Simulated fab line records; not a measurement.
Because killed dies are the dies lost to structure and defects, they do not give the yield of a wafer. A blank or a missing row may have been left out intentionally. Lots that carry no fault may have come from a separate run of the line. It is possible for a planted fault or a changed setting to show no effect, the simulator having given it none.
What tool caused it? ; flow n5 finfet ; 10 lots with 26 wafers sampled at 5 steps, on a route of 1938 steps

## WHAT THE GAUGES SHOWED, per wafer
N5_BEOL_M4_RC_MEAS_101.
lot;measured;on;CJ_P
L316;day 8 00:02;prober-02;5.77 5.71 5.68
L319;day 9 08:10;prober-01;5.64 5.80 5.69
L322;day 9 17:41;prober-01;5.69 5.46
L323;day 10 06:52;prober-01;5.89 5.63
L325;day 10 22:34;prober-01;5.72 5.96 6.00
L334;day 12 16:40;prober-02;4.60 4.53 4.87
L335;day 13 12:14;prober-01;5.69 5.48
L336;day 13 12:34;prober-02;4.84 4.49 4.40
L337;day 13 18:03;prober-01;5.56 5.94

## WHICH TOOL RAN EACH LOT (tool, then ch and the chambers of the sampled wafers, then the start)
lot;N5_ZERO_LAYER_ETCH_17;N5_WELL_APT_IMPLANT_15;N5_WELL_APT_DESCUM_30;N5_PMOS_HMC_CHANNEL_EPI_HM_DEP_34
L316;rie diel-05 ch 0,2,3, day 1 19:11;implanter-01 ch 0, day 1 20:56;rie diel-06 ch 0,2,3, day 1 21:46;pecvd-01 ch 0, day 1 23:32
L319;rie diel-04 ch 1,2, day 2 12:50;implanter-02 ch 0, day 2 14:36;rie diel-02 ch 0,2,3, day 2 15:28;pecvd-02 ch 0,1,2, day 2 17:15
L322;rie diel-04 ch 0,1, day 3 07:04;implanter-01 ch 0, day 3 08:20;rie diel-03 ch 3, day 3 09:07;pecvd-03 ch 1,2, day 3 10:57
L323;rie diel-05 ch 2,3, day 3 12:43;implanter-02 ch 0, day 3 14:19;rie diel-02 ch 0,3, day 3 15:10;pecvd-03 ch 0,2, day 3 17:02
L325;rie diel-05 ch 0,1, day 4 00:52;implanter-01 ch 0, day 4 02:21;rie diel-03 ch 1,3, day 4 03:24;pecvd-03 ch 0,2, day 4 05:04
L332;rie diel-01 ch 0,1, day 5 19:02;implanter-01 ch 0, day 5 20:18;rie diel-02 ch 0,1,3, day 5 21:16;pecvd-02 ch 0,1, day 5 23:12
L334;rie diel-04 ch 0,2, day 6 06:43;implanter-01 ch 0, day 6 07:59;rie diel-03 ch 1,2,3, day 6 08:55;pecvd-02 ch 0,2, day 6 10:41
L335;rie diel-04 ch 2,3, day 6 12:50;implanter-02 ch 0, day 6 14:12;rie diel-02 ch 1,3, day 6 15:09;pecvd-02 ch 1,2, day 6 16:52
L336;rie diel-04 ch 0,3, day 6 18:43;implanter-01 ch 0, day 6 20:05;rie diel-02 ch 0,1,2, day 6 20:50;pecvd-03 ch 0,1,2, day 6 22:40
L337;rie diel-05 ch 0,1, day 7 00:43;implanter-02 ch 0, day 7 02:07;rie diel-03 ch 0,3, day 7 02:55;pecvd-01 ch 0,1, day 7 04:35
- N5_ZERO_LAYER_ETCH_17: etches SiO2 in CF4, target depth 12 nm, time 13.3 s.
- N5_WELL_APT_IMPLANT_15
- N5_WELL_APT_DESCUM_30: chemistry O2, time 7.9 s.
- N5_PMOS_HMC_CHANNEL_EPI_HM_DEP_34: deposits SiO2 from TEOS/O2, target thk 36 nm, time 6.9 s.

## THE ANSWER, worked out from the rows above alone
Rule: the lots themselves supply what counts as usual. Put in order of their means at a reading, lots are off if they are a third of the lots or fewer, leave a main group of 4 or more, and stand apart from it by a gap of 3 or more times the standard deviation of the main group's means; of several such gaps the widest counts. If all means in a main group match to the digits the tables above print for the reading, that group is not used. A lot without any number at a reading at which 4 lots or more have one is off too. Where the step has rows for the other lots, those lots are counted as sound.
Off: at N5_BEOL_M4_RC_MEAS_101 (CJ_P), L334, L336. The main group: mean 5.71, standard deviation 0.1. Neither off nor sound, because the step has no rows for them: L332.
If a tool, at a process step before that reading, ran all the lots that are off and no sound lot after the first of them, it fits. Gauges at N5_BEOL_M4_RC_MEAS_101: tried the same way as those tools. Can't be told from this: 2 tools fit, implanter-01 at N5_WELL_APT_IMPLANT_15, prober-02 at N5_BEOL_M4_RC_MEAS_101.

## WHAT THE SIMULATOR HAD PUT IN
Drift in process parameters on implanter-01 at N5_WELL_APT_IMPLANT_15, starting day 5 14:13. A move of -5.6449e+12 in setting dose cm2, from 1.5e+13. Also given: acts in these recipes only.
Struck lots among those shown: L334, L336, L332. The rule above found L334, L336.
